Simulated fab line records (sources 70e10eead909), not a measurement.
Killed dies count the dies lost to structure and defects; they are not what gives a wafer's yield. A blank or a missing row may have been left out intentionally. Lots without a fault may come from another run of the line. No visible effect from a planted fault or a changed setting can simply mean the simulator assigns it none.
The same fault as seen by 2 desks :: flow nandHarc :: what lay behind the numbers comes last; until then each desk has only its own

FROM THE METROLOGY DESK
Means of the sampled wafers that have a number, per lot and without regard to the tool the lot ran on: this is what the gauges read. Marked OUT: a lot whose mean sits more than 4 standard deviations from the usual mean, which makes it out of limits; the brackets give that distance.
Columns: A = cdNm at NHARC_A_BONDPAD_CD_MEAS_09, usual 498.7 nm
lot: L556
first seen here: day 18 10:02
A: 497.1

lot: L559
first seen here: day 19 23:02
A: 498.4

lot: L561
first seen here: day 20 04:19
A: 499.2

lot: L566
first seen here: day 20 23:08
A: 498.9

lot: L571
first seen here: day 22 19:42
A: 499.1

lot: L573
first seen here: day 23 03:23
A: 500.1

lot: L575
first seen here: day 23 04:27
A: 498.7

lot: L574
first seen here: day 23 10:19
A: 501.2

lot: L572
first seen here: day 23 10:34
A: 499.5

lot: L576
first seen here: day 24 01:02
A: 498.1
This desk's verdict: no lot among the 10 shows anything out of limits.

DESK OF THE TOOL OWNER: rieDiel-04
The tool's own readings at NHARC_A_BONDPAD_ETCH_34 (etches the open film in N2/H2, target depth 60 nm, overetch 18 nm, time 65.91 s): means of the sampled wafers that have a number, for each lot that ran on this tool. Marked OUT: a lot whose mean sits more than 4 standard deviations from the usual mean, which makes it out of limits; the brackets give that distance.
Columns: A = biasW at NHARC_A_BONDPAD_ETCH_34, usual 150.0 W; B = drypumpMotorCurrentA at NHARC_A_BONDPAD_ETCH_34, usual 5.5 A; C = oesProductAu at NHARC_A_BONDPAD_ETCH_34, usual 1.003 a.u.; D = rfVppV at NHARC_A_BONDPAD_ETCH_34, usual 431.0 V; E = runLengthS at NHARC_A_BONDPAD_ETCH_34, usual 87.3 s; F = showerheadPlenumPTorr at NHARC_A_BONDPAD_ETCH_34, usual 2.05 Torr; G = throttleValvePct at NHARC_A_BONDPAD_ETCH_34, usual 14.171 %
lot: L559
first seen here: day 19 23:19
A: -
B: 5.4
C: 1.010
D: 432.8
E: 67.3 (-41) OUT
F: 2.11
G: 14.172

lot: L561
first seen here: day 20 04:37
A: -
B: 5.5
C: 1.004
D: 429.6
E: 67.6 (-40) OUT
F: 2.02
G: 14.175

lot: L573
first seen here: day 23 03:42
A: 149.9
B: 5.2
C: 1.008
D: 432.3
E: 87.1
F: 2.09
G: 14.175

lot: L575
first seen here: day 23 04:46
A: 150.5
B: 5.2
C: 1.001
D: 430.1
E: 87.3
F: 2.06
G: 14.175

lot: L574
first seen here: day 23 10:37
A: 150.0
B: 5.4
C: 0.996
D: 432.5
E: 86.9
F: 2.08
G: 14.168

lot: L572
first seen here: day 23 10:53
A: 150.1
B: 5.5
C: 1.003
D: 429.9
E: 87.5
F: 2.05
G: 14.175

lot: L576
first seen here: day 24 01:23
A: 149.8
B: 5.7
C: 1.000
D: 431.8
E: 87.0
F: 2.07
G: 14.166
This desk finds L559, L561 out of limits, L559 being first, at day 19 23:19 (runLengthS at NHARC_A_BONDPAD_ETCH_34). In limits: L573, L575, L574, L572, L576.

PUT TOGETHER
The tool owner's desk could have raised an alarm at day 19 23:19, on L559, L561.
The metrology desk saw nothing out of limits.
The metrology desk has L559, L561 on record, within its limits.
The lots listed all ran NHARC_A_BONDPAD_ETCH_34 on rieDiel-04.

WHAT WAS PUT IN BY THE SIMULATOR
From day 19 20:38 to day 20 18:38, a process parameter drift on rieDiel-04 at NHARC_A_BONDPAD_ETCH_34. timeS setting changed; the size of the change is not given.
Lots struck among those shown: L559, L561.
Delay in hours, fault start to first out-of-limits reading, by desk: the tool owner's desk at 3.
